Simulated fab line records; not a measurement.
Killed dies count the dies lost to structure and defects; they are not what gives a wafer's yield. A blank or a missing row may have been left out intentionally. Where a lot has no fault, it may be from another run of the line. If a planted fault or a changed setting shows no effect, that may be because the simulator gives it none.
Chamber matching -- flow n5 finfet -- cvd co-02 running N5_BEOL_M3_CO_CAP_55: 3 sister chambers
The step material Co, precursor CCTBA/H2, target thk 2 nm, time 102.1 s. 3 wafers are shown with their chamber, then 12 later ones without.

EACH WAFER AND ITS CHAMBER
wafer,chamber,heater power w (W)
L087.4,1,220
L087.5,2,268
L087.6,0,224

WAFERS WITHOUT THEIR CHAMBER
wafer,heater power w (W)
L090.1,221
L090.2,267
L090.5,226
L093.1,223
L093.2,222
L093.5,226
L091.1,231
L091.3,219
L091.4,231
L096.1,230
L096.5,270
L096.6,223

WHICH CHAMBER EACH ONE RAN IN
wafer,from the rows above,in truth
L090.1,can't be placed: 1 or 0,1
L090.2,2,2
L090.5,can't be placed: 0 or 1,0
L093.1,can't be placed: 0 or 1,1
L093.2,can't be placed: 0 or 1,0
L093.5,can't be placed: 0 or 1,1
L091.1,can't be placed: 0 or 1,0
L091.3,can't be placed: 1 or 0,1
L091.4,can't be placed: 0 or 1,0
L096.1,can't be placed: 0 or 1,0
L096.5,2,2
L096.6,can't be placed: 0 or 1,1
Correct placement for 2 of the 12. From these rows, 10 cannot be placed; in 10 the true chamber is one of the candidates. Number placed wrongly: 0.
How it was worked out, from the rows above alone: a wafer's distance from a chamber is the root of the sum, over the readings, of the square of ((its reading less the chamber's mean) divided by the reading's scatter). If the next closest chamber is less than 2 further off than the closest, the wafer can't be placed; otherwise it belongs to the closest. The mean given for a chamber averages the wafers shown for that chamber. The scatter: with one shown wafer a chamber, the root of the mean of the squares of how far each hidden wafer lies from its nearest shown one.
